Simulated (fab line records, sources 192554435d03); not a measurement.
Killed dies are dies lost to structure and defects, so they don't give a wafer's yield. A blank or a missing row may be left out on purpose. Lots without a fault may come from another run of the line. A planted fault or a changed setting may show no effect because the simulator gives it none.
Chamber matching | flow n5_finfet | N5_BEOL_M2_ETCH_63 on rie_diel-05: 4 sister chambers
The step etches SiARC in CF4, target depth 15.6 nm, time 26 s. 20 wafers are shown with their chamber, then 10 later ones without.

WAFERS WITH THEIR CHAMBER
wafer  | chamber | showerhead_plenum_p_Torr (Torr) | drypump_motor_current_A (A) | throttle_valve_pct (%)
L075.1 | 3       | 2.10                            | 5.8                         | 15.44
L075.3 | 1       | 2.22                            | 5.5                         | 15.68
L075.6 | 1       | 2.22                            | 5.5                         | 15.69
L077.1 | 0       | 2.27                            | 5.6                         | 15.27
L077.2 | 1       | 2.22                            | 5.5                         | 15.70
L077.5 | 3       | 2.09                            | 5.8                         | 15.43
L078.1 | 2       | 2.17                            | 5.5                         | 15.46
L078.3 | 3       | 2.09                            | 5.8                         | 15.45
L078.5 | 3       | 2.09                            | 5.8                         | 15.44
L084.4 | 3       | 2.09                            | 5.8                         | 15.49
L084.5 | 2       | 2.17                            | 5.5                         | 15.48
L084.6 | 1       | 2.21                            | 5.5                         | 15.74
L085.2 | 3       | 2.09                            | 5.8                         | 15.48
L085.4 | 1       | 2.21                            | 5.5                         | 15.73
L085.5 | 1       | 2.21                            | 5.5                         | 15.74
L090.3 | 3       | 2.08                            | 5.8                         | 15.52
L090.4 | 1       | 2.21                            | 5.5                         | 15.75
L090.6 | 3       | 2.08                            | 5.8                         | 15.51
L091.1 | 0       | 2.26                            | 5.7                         | 15.32
L091.2 | 2       | 2.16                            | 5.5                         | 15.52

SIGNATURES (means of the wafers above)
reading                  | chamber 0 | chamber 1 | chamber 2 | chamber 3 | scatter within a chamber
showerhead_plenum_p_Torr | 2.2650    | 2.2143    | 2.1667    | 2.0888    | 0.006
drypump_motor_current_A  | 5.650     | 5.500     | 5.500     | 5.800     | 0.0177
throttle_valve_pct       | 15.2950   | 15.7186   | 15.4867   | 15.4700   | 0.0318
Rule: a wafer's distance from a chamber is the root of the sum, over the readings, of the square of ((its reading less the chamber's mean) divided by the reading's scatter). The wafer belongs to the nearest chamber; if the next one is less than 2 further off, it can't be placed. The scatter: the root of (the sum of the squares of (reading less its chamber's mean) over the shown wafers, divided by (wafers less chambers)).

WAFERS WITHOUT THEIR CHAMBER
wafer  | showerhead_plenum_p_Torr (Torr) | drypump_motor_current_A (A) | throttle_valve_pct (%)
L091.6 | 2.08                            | 5.8                         | 15.50
L093.3 | 2.20                            | 5.5                         | 15.75
L093.4 | 2.16                            | 5.5                         | 15.52
L093.6 | 2.26                            | 5.7                         | 15.33
L094.1 | 2.26                            | 5.7                         | 15.33
L094.4 | 2.20                            | 5.5                         | 15.77
L094.6 | 2.26                            | 5.7                         | 15.34
L095.1 | 2.16                            | 5.5                         | 15.54
L095.4 | 2.20                            | 5.5                         | 15.77
L095.5 | 2.16                            | 5.5                         | 15.54

WHICH CHAMBER EACH WENT THROUGH
wafer  | from the rows above | in truth
L091.6 | 3                   | 3
L093.3 | 1                   | 1
L093.4 | 2                   | 2
L093.6 | 0                   | 0
L094.1 | 0                   | 0
L094.4 | 1                   | 1
L094.6 | 0                   | 0
L095.1 | 2                   | 2
L095.4 | 1                   | 1
L095.5 | 2                   | 2
Placed correctly: 10 of 10. Can't be placed from these rows: 0. Placed wrongly: 0.
